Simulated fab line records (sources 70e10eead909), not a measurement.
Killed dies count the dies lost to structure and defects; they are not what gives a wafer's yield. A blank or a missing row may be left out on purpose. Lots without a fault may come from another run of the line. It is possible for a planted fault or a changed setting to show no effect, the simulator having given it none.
Which tool is to blame? :: flow nand harc :: Sampling: 12 lots, 36 wafers, 4 of 1159 route steps

WHAT THE GAUGES SHOWED, per wafer
NHARC_P_BONDPAD_INSPECT_23.
lot: L250
measured: day 6 14:53
on: defect inspect-01
raw defect count: 311 428 290

lot: L254
measured: day 7 11:20
on: defect inspect-01
raw defect count: 231 233 199

lot: L256
measured: day 7 22:04
on: defect inspect-01
raw defect count: 298 360 365

lot: L257
measured: day 8 07:29
on: defect inspect-02
raw defect count: 404 310 707

lot: L260
measured: day 8 21:29
on: defect inspect-02
raw defect count: 305 447 316

lot: L259
measured: day 8 22:08
on: defect inspect-01
raw defect count: 666 550 378

lot: L261
measured: day 9 04:49
on: defect inspect-01
raw defect count: 271 336 250

lot: L262
measured: day 9 16:43
on: defect inspect-02
raw defect count: 604 542 364

lot: L263
measured: day 9 17:45
on: defect inspect-02
raw defect count: 278 311 266

lot: L265
measured: day 10 11:55
on: defect inspect-02
raw defect count: 271 419 524

lot: L273
measured: day 11 22:08
on: defect inspect-01
raw defect count: 349 340 464

lot: L272
measured: day 11 22:36
on: defect inspect-02
raw defect count: 333 290 237

NHARC_A_ZERO_WELL_INSPECT_17.
lot: L250
measured: day 6 17:43
on: defect inspect-01
raw defect count: 20 6 13

lot: L254
measured: day 7 14:08
on: defect inspect-01
raw defect count: 0 10 7

lot: L256
measured: day 8 00:58
on: defect inspect-02
raw defect count: 8 11 12

lot: L257
measured: day 8 10:17
on: defect inspect-02
raw defect count: 11 24 9

lot: L260
measured: day 9 00:16
on: defect inspect-01
raw defect count: 8 9 6

lot: L259
measured: day 9 00:54
on: defect inspect-01
raw defect count: 5 5 3

lot: L261
measured: day 9 07:44
on: defect inspect-01
raw defect count: 6 21 9

lot: L262
measured: day 9 19:32
on: defect inspect-02
raw defect count: 14 16 9

lot: L263
measured: day 9 20:33
on: defect inspect-02
raw defect count: 9 10 16

lot: L265
measured: day 10 14:36
on: defect inspect-01
raw defect count: 8 5 6

lot: L273
measured: day 12 00:49
on: defect inspect-02
raw defect count: 7 11 20

lot: L272
measured: day 12 01:29
on: defect inspect-02
raw defect count: 7 3 6

NHARC_A_ONON_D1_THK_MEAS_34: measures by ellipsometry.
lot: L250
measured: day 8 05:27
on: film metro-01
thk nm (nm): 198.6 201.9 203.3

lot: L254
measured: day 8 23:55
on: film metro-01
thk nm (nm): 200.7 203.9 201.3

lot: L256
measured: day 9 10:46
on: film metro-01
thk nm (nm): 202.3 202.4 200.8

lot: L257
measured: day 9 20:50
on: film metro-02
thk nm (nm): 195.7 196.4 198.5

lot: L260
measured: day 10 11:31
on: film metro-01
thk nm (nm): 202.2 195.8 198.0

lot: L259
measured: day 10 11:31
on: film metro-02
thk nm (nm): 201.7 198.4 199.1

lot: L261
measured: day 10 20:43
on: film metro-02
thk nm (nm): 196.2 197.5 200.2

lot: L262
measured: day 11 04:41
on: film metro-02
thk nm (nm): 197.4 204.8 224.2

lot: L263
measured: day 11 04:44
on: film metro-02
thk nm (nm): 199.6 196.0 200.3

lot: L265
measured: day 12 00:50
on: film metro-01
thk nm (nm): 195.7 223.6 203.5

lot: L273
measured: day 13 10:01
on: film metro-02
thk nm (nm): 200.0 202.1 197.7

lot: L272
measured: day 13 10:01
on: film metro-01
thk nm (nm): 196.3 196.7 201.1

WHICH TOOL RAN EACH LOT (tool, then ch and the chambers of the sampled wafers, then the start)
lot: L250
NHARC_A_ONON_D1_DEP_33: pecvd-02 ch 0,2, day 8 05:02

lot: L254
NHARC_A_ONON_D1_DEP_33: pecvd-03 ch 0,1,2, day 8 23:35

lot: L256
NHARC_A_ONON_D1_DEP_33: pecvd-03 ch 0,1,2, day 9 10:29

lot: L257
NHARC_A_ONON_D1_DEP_33: pecvd-02 ch 1, day 9 20:22

lot: L260
NHARC_A_ONON_D1_DEP_33: pecvd-03 ch 0,1,2, day 10 11:07

lot: L259
NHARC_A_ONON_D1_DEP_33: pecvd-02 ch 0,1,2, day 10 11:06

lot: L261
NHARC_A_ONON_D1_DEP_33: pecvd-03 ch 1,2, day 10 20:21

lot: L262
NHARC_A_ONON_D1_DEP_33: pecvd-03 ch 0,1,2, day 11 04:22

lot: L263
NHARC_A_ONON_D1_DEP_33: pecvd-02 ch 1,2, day 11 04:19

lot: L265
NHARC_A_ONON_D1_DEP_33: pecvd-03 ch 0,1,2, day 12 00:31

lot: L273
NHARC_A_ONON_D1_DEP_33: pecvd-04 ch 0,1,2, day 13 09:36

lot: L272
NHARC_A_ONON_D1_DEP_33: pecvd-02 ch 0,1, day 13 09:38
- NHARC_A_ONON_D1_DEP_33: deposits SiO2, target thk 200 nm.

WHAT THE TOOLS THEMSELVES READ (means of the sampled wafers that have a number; where no wafer has one, the mark that the record gives instead)
NHARC_A_ONON_D1_DEP_33.
lot: L250
tool: pecvd-02
heater power w (W): 453
rf fwd power W (W): 898.5
throttle valve pct (%): 15.5

lot: L254
tool: pecvd-03
heater power w (W): 523
rf fwd power W (W): 896.1
throttle valve pct (%): 15.9

lot: L256
tool: pecvd-03
heater power w (W): 490
rf fwd power W (W): 895.9
throttle valve pct (%): 15.7

lot: L257
tool: pecvd-02
heater power w (W): 623
rf fwd power W (W): 901.0
throttle valve pct (%): 16.1

lot: L260
tool: pecvd-03
heater power w (W): 534
rf fwd power W (W): 898.6
throttle valve pct (%): 15.7

lot: L259
tool: pecvd-02
heater power w (W): 556
rf fwd power W (W): 897.3
throttle valve pct (%): 16.0

lot: L261
tool: pecvd-03
heater power w (W): 548
rf fwd power W (W): 899.4
throttle valve pct (%): 15.7

lot: L262
tool: pecvd-03
heater power w (W): 463
rf fwd power W (W): 1016.2
throttle valve pct (%): 15.7

lot: L263
tool: pecvd-02
heater power w (W): 564
rf fwd power W (W): 895.8
throttle valve pct (%): 16.0

lot: L265
tool: pecvd-03
heater power w (W): 415
rf fwd power W (W): 1016.3
throttle valve pct (%): 15.9

lot: L273
tool: pecvd-04
heater power w (W): 537
rf fwd power W (W): 900.3
throttle valve pct (%): 16.3

lot: L272
tool: pecvd-02
heater power w (W): 513
rf fwd power W (W): 901.2
throttle valve pct (%): 16.3

THE ANSWER, worked out from the rows above alone
Rule: the lots themselves supply what counts as usual. The widest of any qualifying gaps counts: lots, ordered by their means at a reading, are off when they make up no more than a third of the lots, leave a main group of 4 or more, and stand apart from it by 3 or more times the standard deviation of that group's means. If all means in a main group match to the digits the tables above print for the reading, that group is not used. A lot without any number at a reading at which 4 lots or more have one is off too. Any other lot the step has rows for is counted as sound. After the gauges, taken in route order, come the tools' own readings; for these a lot's mean is taken, as printed above. The first step at which some lot is off is used, and at that step the reading that is off furthest; a lot without a number counts as furthest.
Off: L262, L265, at NHARC_A_ONON_D1_THK_MEAS_34 (thk nm). The main group: mean 199.5 nm, standard deviation 1.7.
A tool fits if, at a process step before that reading, it ran every lot that is off, and no sound lot after the first of them. The gauges at NHARC_A_ONON_D1_THK_MEAS_34 aren't tried: what is off there is off at NHARC_A_ONON_D1_DEP_33 too, on other tools, and a gauge's error can't cause that. One fits: pecvd-03 at NHARC_A_ONON_D1_DEP_33. A fault onset in the window from L261 (day 10 20:21, its last sound lot) to L262 (day 11 04:22, its first lot off) fits.
The tool's own readings at NHARC_A_ONON_D1_DEP_33 bear it out: on the lots that are off they differ by more than 5 times the standard deviation of the sound lots' means. rf fwd power W reads 1016.2 W there against 898.4 W on the sound lots.

WHAT WAS PUT IN BY THE SIMULATOR
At NHARC_A_ONON_D1_DEP_33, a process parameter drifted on pecvd-03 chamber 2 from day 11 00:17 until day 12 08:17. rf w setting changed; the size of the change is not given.
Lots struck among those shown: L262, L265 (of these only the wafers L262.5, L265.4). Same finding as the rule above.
